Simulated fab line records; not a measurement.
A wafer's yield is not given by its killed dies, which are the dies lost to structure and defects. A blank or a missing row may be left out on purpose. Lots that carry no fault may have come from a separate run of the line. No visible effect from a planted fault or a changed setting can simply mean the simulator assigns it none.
Chamber matching	flow n5 finfet	N5_BEOL_M9_CMP_52 on cmp-04: 4 sister chambers
The step polishes, stops on SiCOH lowk, t overpolish 7 s, target thk 140 nm. 4 wafers are shown with their chamber, then 8 later ones without.

== WAFERS WITH THEIR CHAMBER ==
wafer	chamber	motor current A (A)
L083.3	3	4.8
L084.1	0	5.3
L084.3	1	5.2
L085.3	2	5.6

== WAFERS WITH NO CHAMBER GIVEN ==
wafer	motor current A (A)
L085.4	5.4
L085.6	5.3
L092.1	4.9
L092.2	5.4
L092.6	4.7
L094.1	5.6
L094.3	4.8
L094.4	5.0

== THE CHAMBER EACH PASSED THROUGH ==
wafer	from the rows above	in truth
L085.4	can't be placed: 0 or 2 or 1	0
L085.6	can't be placed: 0 or 1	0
L092.1	can't be placed: 3 or 1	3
L092.2	can't be placed: 0 or 2 or 1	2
L092.6	3	3
L094.1	2	2
L094.3	3	3
L094.4	can't be placed: 1 or 3 or 0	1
Correct placement for 3 of the 8. Can't be placed from these rows: 5 (the true chamber is among the candidates in 5). 0 placed wrongly.
How it was worked out, from the rows above alone: a wafer's distance from a chamber is the root of the sum, over the readings, of the square of ((its reading less the chamber's mean) divided by the reading's scatter). If the next closest chamber is less than 2 further off than the closest, the wafer can't be placed; otherwise it belongs to the closest. Each chamber's mean is taken over the wafers shown for it. The scatter (one wafer shown for each chamber): square how far every hidden wafer sits from the nearest shown wafer, average those squares and take the square root.
